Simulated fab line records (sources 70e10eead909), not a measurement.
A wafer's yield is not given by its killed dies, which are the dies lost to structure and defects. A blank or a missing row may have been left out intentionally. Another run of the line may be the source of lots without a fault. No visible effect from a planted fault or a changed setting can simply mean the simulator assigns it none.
Chamber matching :: flow nand-harc :: 4 sister chambers for NHARC_P_GATE_DESCUM_48 on rie-diel-07
The step chemistry O2, time 3 s. 4 wafers are shown with their chamber, then 8 later ones without.

== WAFERS, EACH WITH ITS CHAMBER ==
wafer: L075.4
chamber: 1
showerhead-plenum-p-Torr (Torr): 1.94

wafer: L081.2
chamber: 0
showerhead-plenum-p-Torr (Torr): 1.90

wafer: L081.3
chamber: 3
showerhead-plenum-p-Torr (Torr): 1.97

wafer: L083.1
chamber: 2
showerhead-plenum-p-Torr (Torr): 1.93

== WAFERS WITHOUT THEIR CHAMBER ==
wafer: L083.5
showerhead-plenum-p-Torr (Torr): 1.90

wafer: L083.6
showerhead-plenum-p-Torr (Torr): 1.94

wafer: L085.1
showerhead-plenum-p-Torr (Torr): 1.96

wafer: L085.3
showerhead-plenum-p-Torr (Torr): 1.93

wafer: L085.4
showerhead-plenum-p-Torr (Torr): 1.90

wafer: L089.2
showerhead-plenum-p-Torr (Torr): 1.93

wafer: L089.5
showerhead-plenum-p-Torr (Torr): 1.96

wafer: L089.6
showerhead-plenum-p-Torr (Torr): 1.90

== THE CHAMBER EACH PASSED THROUGH ==
wafer: L083.5
from the rows above: 0
in truth: 0

wafer: L083.6
from the rows above: 1
in truth: 1

wafer: L085.1
from the rows above: 3
in truth: 3

wafer: L085.3
from the rows above: 2
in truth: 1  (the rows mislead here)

wafer: L085.4
from the rows above: 0
in truth: 0

wafer: L089.2
from the rows above: 2
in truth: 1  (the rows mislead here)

wafer: L089.5
from the rows above: 3
in truth: 3

wafer: L089.6
from the rows above: 0
in truth: 0
Correctly placed: 6 of 8. From these rows, 0 cannot be placed. Placed wrongly: 2.
How it was worked out, from the rows above alone: a wafer's distance from a chamber is the root of the sum, over the readings, of the square of ((its reading less the chamber's mean) divided by the reading's scatter). If the next closest chamber is less than 2 further off than the closest, the wafer can't be placed; otherwise it belongs to the closest. The mean given for a chamber averages the wafers shown for that chamber. The scatter: root of mean squared gap, hidden wafer to nearest shown wafer, with one shown wafer a chamber.
